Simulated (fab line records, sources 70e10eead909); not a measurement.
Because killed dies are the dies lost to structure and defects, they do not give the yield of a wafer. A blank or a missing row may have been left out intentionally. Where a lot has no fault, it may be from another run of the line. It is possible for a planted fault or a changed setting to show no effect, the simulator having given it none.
fab line records + flow nand-harc
[record]
- lots = 13
- wafers = 39
- last-day = 25
route steps=1159 shown A_SLIT@797 A_SIN_REMOVE@808 A_WL_FILL@829 END@1159
lots that met no fault: taken from a fault-free run of the same line
start-h: the number of hours between the record's first day and the start of the first shown wafer of the lot + wait-h: hours from the lot's prior step to this one + " unchanged from the row above + L1.1+2: one row covering several wafers at once + - value missing, or start not given + * or withheld: withheld + < > ~ a bound
route shown NAME@n: names a module that has steps shown in the file, with the first one's number in the route + usual: mean/standard deviation taken from wafers without a fault + same: alike in all rows + chamber/n: place in a boat + sites: per-site readings + _std_site: standard deviation of those values + _edge_site: mean of outer sites minus mean of inner sites + radius-mm: for every site, how far away it sits from the centre of the wafer + mask NAME#n: copy n + behind: the last tool/chamber to shape the wafer + hold: reason for holding the lot/hours on hold/outcome of the hold + device: names the non-switching transistor (n, p or np) + end of line: the same wafers' tests at the end of the route + for a step that has no rows: nothing shown but its recipe + killed: the dies lost at the first sort to structure and to defects; this is not the yield of the wafer + map: the dies of a wafer, with x for killed, . for not killed, _ for no die there
set.NAME: the run value of the setting; set.NAME@STEP: its run value at that earlier step + model.NAME: the simulator's own value behind a step, which no gauge read
the route's steps for a sample of lots (tables are steps, rows are wafers)
services: when a tool's chamber went out of use (start-h, in hours from the record's first day, below 0 if earlier), for how many hours, and the reason
[[steps]]
[step NHARC_A_SLIT_ETCH_26]
[recipe]
- bias-v = 400
- source-w = 2000
- pressure-mtorr = 25
- time-s = 90
- ar-flow-sccm = 375
- c4f8-flow-sccm = 41.7
- o2-flow-sccm = 83.3
- target-depth-a = 4000
- chemistry = C4F8/O2/Ar
[usual]
- drypump-motor-current-A = 6.2/0.33
- esc-clamp-current-uA = 0.02106/0.0002
- showerhead-plenum-p-Torr = 3.73/0.16
- throttle-valve-pct = 27.620/0.009
| lot.wafer | tool        | chamber | start-h | wait-h | drypump-motor-current-A | esc-clamp-current-uA | rf-hours-counter-h | showerhead-plenum-p-Torr | throttle-valve-pct |
|-----------|-------------|---------|---------|--------|-------------------------|----------------------|--------------------|--------------------------|--------------------|
| L894.1    | har-etch-02 | 0       | 310.75  | 1.3    | 6.2                     | 0.02128              | 164                | 3.51                     | 27.614             |
| L894.3    | "           | 0       | "       | "      | 6.2                     | 0.02127              | -                  | 3.51                     | 27.618             |
| L894.6    | "           | 1       | "       | "      | 6.6                     | 0.02098              | -                  | 3.88                     | 27.627             |
| L897.4    | har-etch-02 | 0       | 332.12  | 0.8    | 6.2                     | 0.0213               | -                  | 3.50                     | 27.609             |
| L897.3    | "           | 1       | "       | "      | 6.6                     | 0.02099              | -                  | 3.88                     | 27.607             |
| L897.6    | "           | 0       | "       | "      | 6.2                     | 0.02128              | -                  | 3.50                     | 27.638             |
| L896.2    | har-etch-01 | 0       | 332.84  | 1.0    | 5.9                     | 0.02064              | 9                  | 3.83                     | 27.614             |
| L896.4    | "           | 1       | "       | "      | 5.7                     | 0.02106              | -                  | 3.83                     | 27.605             |
| L896.6    | "           | 0       | "       | "      | 5.9                     | 0.02071              | -                  | 3.83                     | 27.628             |
| L898.2    | har-etch-01 | 0       | 349.00  | 1.2    | 5.9                     | 0.02067              | 15                 | 3.83                     | 27.621             |
| L898.4    | "           | 0       | "       | "      | 6.0                     | 0.02066              | -                  | 3.82                     | 27.608             |
| L898.5    | "           | 0       | "       | "      | 5.9                     | 0.02068              | -                  | 3.83                     | 27.615             |
| L899.2    | har-etch-02 | 0       | 349.74  | 1.2    | 6.2                     | 0.02132              | 188                | 3.50                     | 27.632             |
| L899.4    | "           | 0       | "       | "      | 6.2                     | 0.02126              | -                  | 3.50                     | 27.608             |
| L899.3    | "           | 1       | "       | "      | 6.6                     | 0.02103              | -                  | 3.87                     | 27.626             |
| L900.2    | har-etch-01 | 1       | 367.90  | 1.0    | 5.7                     | 0.02115              | 20                 | 3.82                     | 27.617             |
| L900.3    | "           | 1       | "       | "      | 5.7                     | 0.02105              | -                  | 3.82                     | 27.631             |
| L900.5    | "           | 0       | "       | "      | 5.9                     | 0.02075              | -                  | 3.82                     | 27.633             |
| L904.4    | har-etch-02 | 0       | 381.37  | 0.8    | 6.2                     | 0.0213               | -                  | 3.49                     | 27.618             |
| L904.3    | "           | 1       | "       | "      | 6.6                     | 0.02102              | -                  | 3.87                     | 27.618             |
| L904.6    | "           | 1       | "       | "      | 6.6                     | 0.02101              | -                  | 3.87                     | 27.622             |
| L903.1    | har-etch-02 | 1       | 384.72  | 1.0    | 6.6                     | 0.021                | 198                | 3.87                     | 27.603             |
| L903.3    | "           | 1       | "       | "      | 6.7                     | 0.0209               | -                  | 3.87                     | 27.620             |
| L903.6    | "           | 0       | "       | "      | 6.2                     | 0.02132              | -                  | 3.49                     | 27.619             |
| L906.1    | har-etch-01 | 0       | 409.57  | 1.0    | 6.0                     | 0.02072              | 39                 | 3.81                     | 27.627             |
| L906.3    | "           | 1       | "       | "      | 5.7                     | 0.0211               | -                  | 3.81                     | 27.624             |
| L906.6    | "           | 1       | "       | "      | 5.7                     | 0.02108              | -                  | 3.81                     | 27.623             |
| L912.1    | har-etch-01 | 0       | 415.58  | 1.0    | 6.0                     | 0.02076              | 42                 | 3.81                     | 27.618             |
| L912.3    | "           | 1       | "       | "      | 5.7                     | 0.02105              | -                  | 3.81                     | 27.617             |
| L912.4    | "           | 0       | "       | "      | 6.0                     | 0.02069              | -                  | 3.81                     | 27.614             |
| L915.1    | har-etch-02 | 0       | 445.18  | 1.0    | 6.1                     | 0.02135              | 226                | 3.48                     | 27.627             |
| L915.3    | "           | 1       | "       | "      | 6.6                     | 0.02105              | -                  | 3.85                     | 27.630             |
| L915.4    | "           | 0       | "       | "      | 6.1                     | 0.02127              | -                  | 3.48                     | 27.604             |
| L914.1    | har-etch-01 | 0       | 445.99  | 1.2    | 5.9                     | 0.0207               | 55                 | 3.80                     | 27.618             |
| L914.2    | "           | 1       | "       | "      | 5.7                     | 0.02107              | 55                 | 3.80                     | 27.617             |
| L914.4    | "           | 0       | "       | "      | 6.0                     | 0.02078              | -                  | 3.80                     | 27.615             |
| L916.2    | har-etch-02 | 1       | 465.93  | 1.0    | 6.6                     | 0.02101              | 233                | 3.85                     | 27.631             |
| L916.5    | "           | 0       | "       | "      | 6.2                     | 0.02129              | -                  | 3.47                     | 27.635             |
| L916.6    | "           | 1       | "       | "      | 6.6                     | 0.02105              | -                  | 3.84                     | 27.623             |
[step NHARC_A_SIN_REMOVE_INSPECT_04]
[usual]
- raw-defect-count = 310/75
| lot.wafer | tool              | chamber | start-h | wait-h | raw-defect-count |
|-----------|-------------------|---------|---------|--------|------------------|
| L894.1    | defect-inspect-02 | -       | 319.56  | 0.0    | 335              |
| L894.3    | "                 | -       | "       | "      | 375              |
| L894.6    | "                 | -       | "       | "      | 376              |
| L897.3    | defect-inspect-01 | -       | 340.95  | 0.0    | 474              |
| L897.4    | "                 | -       | "       | "      | 251              |
| L897.6    | "                 | -       | "       | "      | 267              |
| L896.2    | defect-inspect-02 | -       | 340.96  | 0.0    | 303              |
| L896.4    | "                 | -       | "       | "      | 330              |
| L896.6    | "                 | -       | "       | "      | 307              |
| L899.2    | defect-inspect-02 | -       | 357.80  | 0.0    | 399              |
| L899.3    | "                 | -       | "       | "      | 450              |
| L899.4    | "                 | -       | "       | "      | 412              |
| L898.2    | defect-inspect-01 | -       | 357.87  | 0.0    | 302              |
| L898.4    | "                 | -       | "       | "      | 223              |
| L898.5    | "                 | -       | "       | "      | 217              |
| L900.2    | defect-inspect-01 | -       | 376.76  | 0.0    | 289              |
| L900.3    | "                 | -       | "       | "      | 270              |
| L900.5    | "                 | -       | "       | "      | 290              |
| L904.3    | defect-inspect-02 | -       | 390.14  | 0.0    | 190              |
| L904.4    | "                 | -       | "       | "      | 247              |
| L904.6    | "                 | -       | "       | "      | 227              |
| L903.1    | defect-inspect-02 | -       | 393.53  | 0.0    | 402              |
| L903.3    | "                 | -       | "       | "      | 373              |
| L903.6    | "                 | -       | "       | "      | 333              |
| L906.1    | defect-inspect-01 | -       | 417.83  | 0.0    | 280              |
| L906.3    | "                 | -       | "       | "      | 265              |
| L906.6    | "                 | -       | "       | "      | 209              |
| L912.1    | defect-inspect-01 | -       | 422.35  | 0.0    | 296              |
| L912.3    | "                 | -       | "       | "      | 399              |
| L912.4    | "                 | -       | "       | "      | 305              |
| L914.1    | defect-inspect-01 | -       | 452.35  | 0.0    | 378              |
| L914.2    | "                 | -       | "       | "      | 343              |
| L914.4    | "                 | -       | "       | "      | 249              |
| L915.1    | defect-inspect-02 | -       | 452.38  | 0.0    | 394              |
| L915.3    | "                 | -       | "       | "      | 313              |
| L915.4    | "                 | -       | "       | "      | 285              |
| L916.2    | defect-inspect-01 | -       | 473.06  | 0.0    | 387              |
| L916.5    | "                 | -       | "       | "      | 257              |
| L916.6    | "                 | -       | "       | "      | 371              |
[step NHARC_A_WL_FILL_ETCHBACK_26]
[recipe]
- target-depth-a = 520
- time-s = 13.3
- hbr-flow-sccm = 150
- rf-w = 350
- icp-w = 350
- bias-w = 60
- chemistry = HBr
[usual]
- drypump-motor-current-A = 5.8/0.4
- oes-product-au = 0.999/0.014
- run-length-s = 34.5/0.31
- throttle-valve-pct = 23.265/0.0091
| lot.wafer | tool      | chamber | start-h | wait-h | drypump-motor-current-A | oes-product-au | rf-hours-counter-h | run-length-s | throttle-valve-pct |
|-----------|-----------|---------|---------|--------|-------------------------|----------------|--------------------|--------------|--------------------|
| L894.3    | rie-si-05 | 3       | 344.90  | 0.4    | 6.3                     | 1.005          | 0.6                | 34.6         | 23.268             |
| L894.1    | "         | 2       | "       | "      | 6.2                     | 0.989          | 0.7                | 34.8         | 23.238             |
| L894.6    | "         | 2       | "       | "      | 6.2                     | 0.984          | -                  | 34.4         | 23.261             |
| L897.3    | rie-si-01 | 3       | 364.73  | 0.4    | 6.3                     | 0.995          | 0.5                | 34.2         | 23.266             |
| L897.6    | "         | 3       | "       | "      | 6.3                     | 1.004          | -                  | 34.2         | 23.275             |
| L897.4    | "         | 0       | "       | "      | 5.2                     | 1.020          | -                  | 34.9         | 23.262             |
| L896.2    | rie-si-01 | 2       | 373.04  | 0.4    | 5.8                     | 0.979          | 0.5                | 34.3         | 23.268             |
| L896.4    | "         | 2       | "       | "      | 5.8                     | 0.982          | -                  | 34.6         | 23.268             |
| L896.6    | "         | 0       | "       | "      | 5.2                     | 1.020          | -                  | 34.9         | 23.260             |
| L899.3    | rie-si-05 | 3       | 381.56  | 0.4    | 6.2                     | 1.015          | 0.9                | 34.3         | 23.271             |
| L899.4    | "         | 1       | "       | "      | 5.5                     | 1.013          | 0.9                | 34.6         | 23.267             |
| L899.2    | "         | 2       | "       | "      | 6.2                     | 0.992          | 0.8                | 34.4         | 23.252             |
| L898.4    | rie-si-02 | 0       | 381.56  | 0.4    | 6.1                     | 0.981          | 1.3                | 34.1         | 23.254             |
| L898.2    | "         | 2       | "       | "      | 5.0                     | 0.997          | 1.2                | 34.2         | 23.260             |
| L898.5    | "         | 0       | "       | "      | 6.1                     | 0.975          | -                  | 34.4         | 23.264             |
| L900.3    | rie-si-02 | 2       | 397.92  | 0.4    | 5.0                     | 1.005          | 0                  | 34.2         | 23.280             |
| L900.2    | "         | 3       | "       | "      | 5.9                     | 0.989          | 0                  | 34.8         | 23.275             |
| L900.5    | "         | 3       | "       | "      | 6.0                     | 0.983          | -                  | 34.4         | 23.266             |
| L904.4    | rie-si-02 | 1       | 416.96  | 0.4    | 5.9                     | 0.996          | 0.2                | 34.8         | 23.272             |
| L904.3    | "         | 2       | "       | "      | 5.0                     | 1.025          | 0.2                | 34.5         | 23.266             |
| L904.6    | "         | 2       | "       | "      | 5.0                     | 1.028          | -                  | 31.3         | 23.252             |
| L903.3    | rie-si-02 | 2       | 439.16  | 0.4    | 5.0                     | 1.013          | 0.3                | 34.2         | 23.274             |
| L903.1    | "         | 0       | "       | "      | 6.1                     | 1.006          | 0.4                | 30.4         | 23.272             |
| L903.6    | "         | 2       | "       | "      | 5.0                     | 1.017          | -                  | 31.1         | 23.261             |
| L906.1    | rie-si-02 | 2       | 442.75  | 0.4    | 5.0                     | 1.013          | 0.3                | 30.9         | 23.269             |
| L906.3    | "         | 3       | "       | "      | 5.9                     | 0.998          | 0.3                | 34.8         | 23.267             |
| L906.6    | "         | 1       | "       | "      | 5.9                     | 0.988          | -                  | 31.1         | 23.276             |
| L912.4    | rie-si-05 | 0       | 446.87  | 0.4    | 5.7                     | 1.005          | 0.2                | 34.6         | 23.280             |
| L912.1    | "         | 1       | "       | "      | 5.5                     | 0.999          | 0.1                | 34.3         | 23.273             |
| L912.3    | "         | 3       | "       | "      | 6.3                     | 0.975          | 0.2                | 34.3         | 23.266             |
| L914.1    | rie-si-01 | 0       | 478.31  | 0.4    | 5.2                     | 1.012          | 1.6                | 34.8         | 23.248             |
| L914.2    | "         | 3       | "       | "      | 6.3                     | 0.999          | 1.6                | 34.1         | 23.239             |
| L914.4    | "         | 0       | "       | "      | 5.2                     | 1.019          | -                  | 35.3         | 23.264             |
| L915.4    | rie-si-05 | 3       | 478.33  | 0.4    | 6.2                     | 0.982          | 0.4                | 34.9         | 23.268             |
| L915.3    | "         | 0       | "       | "      | 5.6                     | 1.001          | 0.5                | 34.6         | 23.261             |
| L915.1    | "         | 2       | "       | "      | 6.2                     | 0.979          | 0.4                | 35.0         | 23.278             |
| L916.2    | rie-si-01 | 2       | 494.32  | 0.4    | 5.9                     | 0.995          | 0.0                | 34.7         | 23.279             |
| L916.5    | "         | 1       | "       | "      | 5.8                     | 1.013          | -                  | 34.0         | 23.261             |
| L916.6    | "         | 2       | "       | "      | 5.9                     | 0.987          | -                  | 34.6         | 23.262             |
[step NHARC_A_WL_FILL_INSPECT_15]
[usual]
- raw-defect-count = 420/140
| lot.wafer | tool              | chamber | start-h | wait-h | raw-defect-count |
|-----------|-------------------|---------|---------|--------|------------------|
| L894.1    | defect-inspect-02 | -       | 357.48  | 0.0    | 511              |
| L894.3    | "                 | -       | "       | "      | 861              |
| L894.6    | "                 | -       | "       | "      | 465              |
| L897.3    | defect-inspect-01 | -       | 377.48  | 0.1    | 548              |
| L897.4    | "                 | -       | "       | "      | 748              |
| L897.6    | "                 | -       | "       | "      | 362              |
| L896.2    | defect-inspect-02 | -       | 379.32  | 0.0    | 237              |
| L896.4    | "                 | -       | "       | "      | 275              |
| L896.6    | "                 | -       | "       | "      | 319              |
| L899.2    | defect-inspect-02 | -       | 396.00  | 0.0    | 568              |
| L899.3    | "                 | -       | "       | "      | 672              |
| L899.4    | "                 | -       | "       | "      | 957              |
| L898.2    | defect-inspect-01 | -       | 399.47  | 0.0    | 382              |
| L898.4    | "                 | -       | "       | "      | 344              |
| L898.5    | "                 | -       | "       | "      | 354              |
| L900.2    | defect-inspect-01 | -       | 407.55  | 0.0    | 293              |
| L900.3    | "                 | -       | "       | "      | 198              |
| L900.5    | "                 | -       | "       | "      | 299              |
| L904.3    | defect-inspect-02 | -       | 422.94  | 0.0    | 323              |
| L904.4    | "                 | -       | "       | "      | 451              |
| L904.6    | "                 | -       | "       | "      | 323              |
| L903.1    | defect-inspect-02 | -       | 445.15  | 0.0    | 342              |
| L903.3    | "                 | -       | "       | "      | 291              |
| L903.6    | "                 | -       | "       | "      | 305              |
| L906.1    | defect-inspect-02 | -       | 449.43  | 0.0    | 351              |
| L906.3    | "                 | -       | "       | "      | 347              |
| L906.6    | "                 | -       | "       | "      | 364              |
| L912.1    | defect-inspect-01 | -       | 454.45  | 0.0    | 396              |
| L912.3    | "                 | -       | "       | "      | 374              |
| L912.4    | "                 | -       | "       | "      | 427              |
| L914.1    | defect-inspect-01 | -       | 489.78  | 0.0    | 372              |
| L914.2    | "                 | -       | "       | "      | 469              |
| L914.4    | "                 | -       | "       | "      | 319              |
| L915.1    | defect-inspect-02 | -       | 494.02  | 0.0    | 658              |
| L915.3    | "                 | -       | "       | "      | 448              |
| L915.4    | "                 | -       | "       | "      | 422              |
| L916.2    | defect-inspect-01 | -       | 505.16  | 0.0    | 452              |
| L916.5    | "                 | -       | "       | "      | 491              |
| L916.6    | "                 | -       | "       | "      | 596              |
[step NHARC_END_SORT_01]
[recipe]
- temp-c = 25
[usual]
- killed-at-array = 30/10
- killed-at-other = 0.5/0.82
- killed-at-periphery = 2.9/2
- killed-dies = 34/11
- killed-open = 3.2/1.8
- killed-short = 2.0/1.4
[same]
- gross-dies = 677
| lot.wafer | tool      | chamber | start-h | wait-h | killed-at-array | killed-at-other | killed-at-periphery | killed-dies | killed-open | killed-short |
|-----------|-----------|---------|---------|--------|-----------------|-----------------|---------------------|-------------|-------------|--------------|
| L912.3    | prober-01 | 0       | 552.44  | 3.1    | 12              | 0               | 5                   | 17          | 1           | 2            |
// killed by level:class
L912.3 A_CHANNEL_HOLE_D1:chamber-film-flake=5 P_STI:chamber-film-flake=3 A_SGD_CUT:chamber-film-flake=2 A_CONTACT:chamber-film-flake=2 P_M0:geometric-particle:open=1 A_CHANNEL_FILL_D1:geometric-particle:short=1 A_M0:geometric-particle:short=1 P_ZERO_WELL:chamber-film-flake=1
[[services]]
| tool        | chamber | start-h | hours | kind                          |
|-------------|---------|---------|-------|-------------------------------|
| rie-si-01   | 3       | 288.09  | 6.3   | repair                        |
| rie-si-05   | 3       | 300.95  | 2.2   | repair                        |
| rie-si-01   | -       | 304.00  | 9.0   | pm                            |
| har-etch-01 | -       | 305.00  | 17.0  | pm                            |
| har-etch-01 | 0       | 305.00  | 17.0  | vent-cycle                    |
| har-etch-01 | 1       | 305.00  | 17.0  | vent-cycle                    |
| har-etch-01 | 0       | 322.00  | -     | clean                         |
| har-etch-01 | 0       | 322.00  | -     | consumable-replace:focus-ring |
| har-etch-01 | 1       | 322.00  | -     | clean                         |
| har-etch-01 | 1       | 322.00  | -     | consumable-replace:focus-ring |
| rie-si-05   | 0       | 322.38  | 7.5   | repair                        |
| rie-si-05   | -       | 327.95  | 0.9   | repair                        |
| rie-si-01   | 1       | 331.94  | 151.0 | repair                        |
| rie-si-05   | 1       | 332.22  | 15.8  | repair                        |
| rie-si-05   | -       | 370.11  | 0.3   | repair                        |
| rie-si-02   | -       | 388.00  | 9.0   | pm                            |
| rie-si-02   | 0       | 388.00  | 9.0   | vent-cycle                    |
| rie-si-02   | 1       | 388.00  | 9.0   | vent-cycle                    |
| rie-si-01   | 2       | 410.87  | 7.0   | repair                        |
| rie-si-05   | -       | 416.00  | 9.0   | pm                            |
| rie-si-05   | -       | 459.22  | 0.5   | repair                        |
| rie-si-02   | 2       | 480.19  | 9.6   | repair                        |
| rie-si-01   | -       | 480.32  | 0.2   | repair                        |
| rie-si-01   | -       | 481.00  | 9.0   | pm                            |
[[key]]
[first-sign]
- step = NHARC_A_WL_FILL_ETCHBACK_26
- reading = run-length-s
- direction = down
- sigmas = 11
- usual = *
- struck = *
effect none on later readings
met-at NHARC_A_WL_FILL_ETCHBACK_26
struck-lots L903,L904,L906
struck-wafers L903.1,L903.6,L904.6,L906.1,L906.6
tester-left-out L903,L904,L906
not-acting-at NHARC_A_SLIT_ETCH_26,NHARC_A_SIN_REMOVE_INSPECT_04,NHARC_A_WL_FILL_INSPECT_15
onset-between 397.92 416.96
[fault]
- kind = process-parameter-drift
- tool = rie-si-02
- chamber = -
- onset-h = 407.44
- steps = NHARC_A_WL_FILL_ETCHBACK_26
- channel = time-s
- offset = *
- shape = step
- end-h = 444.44
- scope = struck-wafers-only
- acts-in = *
- stated = *
// tester-left-out: of these lots the tester's yield and bins aren't shown, on N5 and GAA mostly nor the transistor test; their killed dies are dies lost to structure and defects alone, not to doping, threshold or leakage, so they don't give the yield
